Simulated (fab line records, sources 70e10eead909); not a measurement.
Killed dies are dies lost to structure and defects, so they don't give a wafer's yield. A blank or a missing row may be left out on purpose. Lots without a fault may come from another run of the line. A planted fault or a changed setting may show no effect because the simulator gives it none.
Which tool did it? | flow nand_harc | 11 lots, 33 wafers sampled, at 5 steps of a route of 1159

WHAT THE GAUGES READ, wafer by wafer
NHARC_END_SORT_01.
lot  | measured     | on        | killed_at_array | killed_at_other | killed_at_periphery | killed_dies | killed_open | killed_short
L858 | day 19 09:50 | prober-02 | 25 35 22        | 1 0 1           | 3 3 3               | 29 38 26    | 4 11 4      | 1 4 3
L862 | day 19 21:44 | prober-02 | 28 29 17        | 1 0 0           | 0 2 1               | 29 31 18    | 3 4 7       | 2 3 1
L864 | day 21 03:25 | prober-01 | 24 25 25        | 1 3 1           | 1 2 2               | 26 30 28    | 3 2 1       | 1 2 1
L865 | day 21 11:08 | prober-01 | 20 14 32        | 0 0 0           | 2 3 4               | 22 17 36    | 0 1 3       | 4 3 4
L867 | day 21 13:59 | prober-02 | 16 27 21        | 0 0 0           | 3 4 2               | 19 31 23    | 3 4 3       | 2 3 0
L866 | day 21 21:49 | prober-02 | 33 30 32        | 1 0 0           | 4 7 4               | 38 37 36    | 3 4 4       | 5 1 1
L870 | day 22 04:27 | prober-01 | 20 24 20        | 3 2 3           | 5 1 3               | 28 27 26    | 4 5 1       | 3 1 4
L871 | day 22 07:11 | prober-02 | 25 29 25        | 1 3 0           | 3 0 1               | 29 32 26    | 3 8 4       | 5 4 0
L872 | day 23 01:43 | prober-02 | 26 36 18        | 1 1 0           | 7 1 1               | 34 38 19    | 2 3 2       | 1 5 1
L874 | day 23 11:49 | prober-01 | 40 30 38        | 2 3 1           | 5 4 5               | 47 37 44    | 0 3 0       | 1 2 1
L880 | day 24 18:07 | prober-02 | 32 32 24        | 0 1 0           | 0 1 6               | 32 34 30    | 9 3 5       | 2 4 3

WHICH TOOL RAN EACH LOT (tool, then ch and the chambers of the sampled wafers, then the start)
lot  | NHARC_A_CONTACT_DESCUM_13          | NHARC_A_CONTACT_ETCH_136             | NHARC_A_CONTACT_ETCH_92            | NHARC_A_CONTACT_ETCH_110
L858 | rie_diel-10 ch 0,3, day 17 02:22   | har_cap_etch-01 ch 0,1, day 17 05:39 | rie_diel-13 ch 0,1, day 17 06:24   | rie_diel-12 ch 0,2,3, day 17 06:59
L862 | rie_diel-13 ch 0,3, day 17 11:01   | har_cap_etch-01 ch 0,1, day 17 12:20 | rie_diel-12 ch 1,2,3, day 17 13:08 | rie_diel-12 ch 2,3, day 17 14:04
L864 | rie_diel-12 ch 0,2,3, day 18 17:12 | har_cap_etch-01 ch 0,1, day 18 18:36 | rie_diel-10 ch 0,2, day 18 19:35   | rie_diel-10 ch 0,2,3, day 18 20:08
L865 | rie_diel-10 ch 0,2, day 18 22:26   | har_cap_etch-01 ch 0,1, day 18 23:57 | rie_diel-12 ch 2,3, day 19 00:44   | rie_diel-12 ch 0,3, day 19 01:26
L867 | rie_diel-10 ch 2,3, day 19 01:58   | har_cap_etch-01 ch 0,1, day 19 04:40 | rie_diel-12 ch 0,2,3, day 19 05:28 | rie_diel-12 ch 1,3, day 19 06:00
L866 | rie_diel-12 ch 0,1, day 19 08:14   | har_cap_etch-01 ch 0, day 19 09:34   | rie_diel-10 ch 0,2,3, day 19 10:21 | rie_diel-13 ch 0,2, day 19 11:05
L870 | rie_diel-12 ch 0,1,2, day 19 21:24 | har_cap_etch-01 ch 0,1, day 19 22:43 | rie_diel-12 ch 0,1, day 19 23:28   | rie_diel-12 ch 1,3, day 20 00:11
L871 | rie_diel-12 ch 1,2,3, day 19 23:54 | har_cap_etch-01 ch 0,1, day 20 01:46 | rie_diel-12 ch 1,2, day 20 02:31   | rie_diel-12 ch 0,3, day 20 03:07
L872 | rie_diel-12 ch 0,1,3, day 20 17:30 | har_cap_etch-02 ch 0,1, day 20 18:50 | rie_diel-12 ch 1,2,3, day 20 19:37 | rie_diel-12 ch 0,2,3, day 20 20:08
L874 | rie_diel-12 ch 0,2, day 20 20:12   | har_cap_etch-03 ch 0,1, day 20 21:38 | rie_diel-10 ch 0,1,3, day 20 22:25 | rie_diel-13 ch 2,3, day 20 22:55
L880 | rie_diel-13 ch 0,1,2, day 22 15:44 | har_cap_etch-03 ch 0,1, day 22 17:13 | rie_diel-13 ch 0,2,3, day 22 17:59 | rie_diel-12 ch 0,2, day 22 18:57
- NHARC_A_CONTACT_DESCUM_13: chemistry O2, time 3 s.
- NHARC_A_CONTACT_ETCH_136: etches the open film in C4F8/O2/Ar, time 132 s, target depth 1287 nm.
- NHARC_A_CONTACT_ETCH_92: etches the open film in CH3F/O2, target depth 40 nm, time 85.7 s.
- NHARC_A_CONTACT_ETCH_110: etches the open film in CF4/O2, target depth 50 nm, overetch 5 nm, time 27.5 s.

WHAT THE TOOLS THEMSELVES READ (means of the sampled wafers that have a number; where no wafer has one, the mark that the record gives instead)
NHARC_A_CONTACT_DESCUM_13.
lot  | tool        | drypump_motor_current_A (A) | oes_product_au (a.u.) | rf_vpp_V (V) | showerhead_plenum_p_Torr (Torr) | throttle_valve_pct (%)
L858 | rie_diel-10 | 5.7                         | 0.997                 | 57.4         | 1.85                            | 11.314
L862 | rie_diel-13 | 6.0                         | 1.001                 | 58.1         | 1.88                            | 11.317
L864 | rie_diel-12 | 5.7                         | 1.006                 | 58.0         | 1.92                            | 11.303
L865 | rie_diel-10 | 5.5                         | 0.987                 | 57.9         | 1.82                            | 11.311
L867 | rie_diel-10 | 5.3                         | 0.988                 | 57.5         | 1.85                            | 11.307
L866 | rie_diel-12 | 5.8                         | 0.999                 | 57.4         | 1.79                            | 11.314
L870 | rie_diel-12 | 6.1                         | 1.000                 | 57.4         | 1.88                            | 11.312
L871 | rie_diel-12 | 6.0                         | 1.009                 | 58.5         | 1.95                            | 11.314
L872 | rie_diel-12 | 5.8                         | 1.003                 | 57.5         | 1.86                            | 11.313
L874 | rie_diel-12 | 6.0                         | 1.001                 | 58.0         | 1.94                            | 11.311
L880 | rie_diel-13 | 6.1                         | 1.002                 | 57.5         | 1.85                            | 11.310

NHARC_A_CONTACT_ETCH_92.
lot  | tool        | drypump_motor_current_A (A) | oes_product_au (a.u.) | rf_vpp_V (V) | run_length_s (s) | showerhead_plenum_p_Torr (Torr) | throttle_valve_pct (%)
L858 | rie_diel-13 | 6.0                         | 0.923                 | 244.9        | 106.3            | 2.43                            | 20.659
L862 | rie_diel-12 | 6.1                         | 0.933                 | 244.5        | 106.9            | 2.51                            | 20.658
L864 | rie_diel-10 | 5.5                         | 0.921                 | 242.6        | 107.3            | 2.35                            | 20.666
L865 | rie_diel-12 | 5.7                         | 0.932                 | 245.7        | 106.6            | 2.56                            | 20.663
L867 | rie_diel-12 | 5.7                         | 0.928                 | 244.0        | 106.8            | 2.47                            | 20.662
L866 | rie_diel-10 | 5.5                         | 1.006                 | 242.9        | 107.3            | 2.37                            | 20.656
L870 | rie_diel-12 | 6.2                         | 0.939                 | 243.9        | 106.7            | 2.35                            | 20.667
L871 | rie_diel-12 | 6.4                         | 0.931                 | 245.8        | 107.2            | 2.54                            | 20.666
L872 | rie_diel-12 | 6.1                         | 0.936                 | 245.2        | 88.1             | 2.51                            | 20.674
L874 | rie_diel-10 | 5.6                         | 1.003                 | 243.8        | 106.9            | 2.43                            | 20.654
L880 | rie_diel-13 | 5.9                         | 0.922                 | 243.0        | 107.0            | 2.37                            | 20.663

NHARC_A_CONTACT_ETCH_110.
lot  | tool        | drypump_motor_current_A (A) | oes_product_au (a.u.) | rf_vpp_V (V) | run_length_s (s) | showerhead_plenum_p_Torr (Torr) | throttle_valve_pct (%)
L858 | rie_diel-12 | 5.6                         | 1.003                 | 198.4        | 48.6             | 1.34                            | 13.400
L862 | rie_diel-12 | 5.9                         | 1.003                 | 199.2        | 48.6             | 1.40                            | 13.394
L864 | rie_diel-10 | 5.5                         | 0.997                 | 196.9        | 49.1             | 1.29                            | 13.397
L865 | rie_diel-12 | 5.3                         | 1.004                 | 197.6        | 48.4             | 1.32                            | 13.390
L867 | rie_diel-12 | 5.8                         | 1.009                 | 199.5        | 48.3             | 1.35                            | 13.397
L866 | rie_diel-13 | 5.8                         | 1.003                 | 197.5        | 48.9             | 1.30                            | 13.408
L870 | rie_diel-12 | 5.8                         | 1.004                 | 198.6        | 48.3             | 1.35                            | 13.399
L871 | rie_diel-12 | 5.5                         | 1.008                 | 196.9        | 48.5             | 1.28                            | 13.397
L872 | rie_diel-12 | 5.6                         | 0.999                 | 197.6        | 48.8             | 1.34                            | 13.398
L874 | rie_diel-13 | 6.0                         | 1.007                 | 196.2        | 49.1             | 1.27                            | 13.404
L880 | rie_diel-12 | 6.0                         | 1.002                 | 197.6        | 48.6             | 1.35                            | 13.406

THE ANSWER, worked out from the rows above alone
Rule: what is usual is taken from the lots themselves. Put in order of their means at a reading, lots are off if they are a third of the lots or fewer, leave a main group of 4 or more, and stand apart from it by a gap of 3 or more times the standard deviation of the main group's means; of several such gaps the widest counts. A main group whose means are all the same, to the digits that the tables above print for the reading, isn't used. A lot without any number at a reading at which 4 lots or more have one is off too. The other lots that the step has rows for count as sound. The gauges are gone through in route order, then the tools' own readings, and for those a lot's mean is taken as printed above. The first step at which some lot is off is used, and at that step the reading that is off furthest; a lot without a number counts as furthest.
Off: L872, at NHARC_A_CONTACT_ETCH_92 (run_length_s). The main group: mean 106.9 s, standard deviation 0.3.
A tool fits if, at that step or a process step before it, it ran every lot that is off, and no sound lot after the first of them. Can't be told from this: 2 tools fit, har_cap_etch-02 at NHARC_A_CONTACT_ETCH_136, rie_diel-12 at NHARC_A_CONTACT_ETCH_92.

WHAT THE SIMULATOR HAD PUT IN
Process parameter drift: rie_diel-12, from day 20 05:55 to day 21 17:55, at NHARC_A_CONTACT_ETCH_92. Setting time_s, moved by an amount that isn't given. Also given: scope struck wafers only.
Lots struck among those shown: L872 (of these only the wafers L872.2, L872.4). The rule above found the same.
